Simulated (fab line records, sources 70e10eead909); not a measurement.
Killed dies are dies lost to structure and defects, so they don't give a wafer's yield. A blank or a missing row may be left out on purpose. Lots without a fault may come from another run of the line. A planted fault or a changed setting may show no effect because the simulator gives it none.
A struck lot beside a sound one | flow nand_harc | 25 steps out of a route of 1302
Sound: wafers L566.2, L566.3, L566.6. Struck: wafers L573.1, L573.5, L573.6. The cause comes at the end.
At each step with rows: each side's tool, then ch and its chambers, then its first start. Under that, the readings that differ: sound wafers | struck wafers | difference of the means | sigmas: that difference in standard deviations of wafers without a fault.
alike: readings whose means differ by less than 2 such deviations, and words and numbers that are the same on both sides. not compared: withheld readings, readings that some wafer has no value for, bounds like >300 that may hide the same value, and numbers for which the record gives no deviation and whose values overlap.
The two part at a step that has a row with sigmas, a row that says differs or no value, or rows on one side only. Numbers that don't overlap but have no deviation are shown without sigmas and don't part them. A reading that every wafer of one side lacks parts them only if that side has two wafers or more.

NHARC_P_ZERO_WELL_INSPECT_43:
  sound on defect_inspect-01, day 3 09:31; struck on defect_inspect-01, day 6 07:50
  alike: raw_defect_count
then, 11 steps without rows for these wafers: NHARC_P_STI_ETCH_26 (etches SiO2 in dHF, target depth 11 nm); NHARC_P_STI_PRECLEAN_27 (cleans in SC1); NHARC_P_STI_SRD_28; NHARC_P_STI_OXIDE_29 (material SiO2, target thk 10 nm, ox time 1362 s); NHARC_P_STI_HM_DEP_30 (deposits Si3N4, target thk 80 nm, time 873 s); NHARC_P_STI_DEHYDRATE_01 (time 120 s); NHARC_P_STI_HMDS_02 (time 30 s); NHARC_P_STI_COAT_41 (time 65 s); NHARC_P_STI_COAT_03 (resist thk 600 nm); NHARC_P_STI_SOFTBAKE_04 (time 70 s); NHARC_P_STI_EBR_05.
NHARC_P_STI_EXPOSE_06: exposes mask P STI, target cd 200 nm.
  sound on krf_scanner-02 ch 0, day 3 23:41; struck on krf_scanner-02 ch 0, day 7 01:26
  reading | sound                   | struck                           | difference | sigmas
  mask    | P_STI#0 P_STI#0 P_STI#0 | P_STI_R1#0 P_STI_R1#0 P_STI_R1#0 | differs    |
  alike: stage_vel_mm_s
then, 2 steps without rows for these wafers: NHARC_P_STI_PEB_07 (peb time 80 s); NHARC_P_STI_DEVELOP_08 (time 50 s).
NHARC_P_STI_CD_MEAS_09: target cd 200 nm.
  sound on cd_sem-01 ch 0, day 3 23:50; struck on cd_sem-01 ch 0, day 7 01:35
  alike: cd_nm
NHARC_P_STI_OVL_MEAS_10:
  sound on overlay-02, day 3 23:55; struck on overlay-01, day 7 01:40
  alike: overlay_x_nm, overlay_y_nm
NHARC_P_STI_INSPECT_11:
  sound on defect_inspect-02, day 3 23:58; struck on defect_inspect-01, day 7 01:42
  alike: raw_defect_count
then, 1 step without rows for these wafers: NHARC_P_STI_HARDBAKE_13 (time 65 s).
NHARC_P_STI_DESCUM_14: chemistry O2, time 3 s.
  sound on rie_diel-11 ch 1,2,3, day 4 00:05; struck on rie_diel-07 ch 1,2, day 7 01:50
  reading                | sound             | struck            | difference | sigmas
  model.P_STI.cd_nm (nm) | 199.2 198.1 200.6 | 197.3 195.6 196.2 | -2.9       |
  alike: drypump_motor_current_A, oes_product_au, rf_vpp_V, showerhead_plenum_p_Torr, throttle_valve_pct
  not compared: rf_hours_counter_h
NHARC_P_STI_ETCH_42: etches the open film in N2/H2, target depth 80 nm, overetch 24 nm, time 61 s.
  sound on rie_diel-11 ch 1,2,3, day 4 00:11; struck on rie_diel-07 ch 0,3, day 7 01:56
  alike: drypump_motor_current_A, h2_flow_sccm, oes_product_au, rf_vpp_V, showerhead_plenum_p_Torr, throttle_valve_pct
  not compared: rf_hours_counter_h
NHARC_P_STI_ETCH_31: etches the open film in CF4/CHF3, target depth 108.9 nm, time 54.5 s.
  sound on rie_diel-11 ch 1,3; struck on rie_diel-07 ch 1,2,3
  alike: chf3_flow_sccm, drypump_motor_current_A, oes_product_au, rf_vpp_V, showerhead_plenum_p_Torr, throttle_valve_pct
  not compared: rf_hours_counter_h
NHARC_P_STI_ETCH_15: etches the open film in HBr/Cl2, target depth 300 nm, time 100.1 s.
  sound on rie_si-02 ch 2,3, day 4 00:23; struck on rie_si-05 ch 1,2, day 7 02:08
  alike: drypump_motor_current_A, he_backside_leak_sccm, oes_product_au, throttle_valve_pct
  not compared: rf_hours_counter_h, model.P_STI.cd_nm
NHARC_P_STI_CD_MEAS_16:
  sound on cd_sem-03, day 4 00:32; struck on cd_sem-03, day 7 02:16
  alike: cd_nm
NHARC_END_SORT_01:
  the record has rows for the sound wafers here (prober-02 ch 0, day 25 08:16) and none for the struck ones

WHERE THEY PART
First at NHARC_P_STI_EXPOSE_06; last, within this record, at NHARC_END_SORT_01.

WHY: what the simulator had put in
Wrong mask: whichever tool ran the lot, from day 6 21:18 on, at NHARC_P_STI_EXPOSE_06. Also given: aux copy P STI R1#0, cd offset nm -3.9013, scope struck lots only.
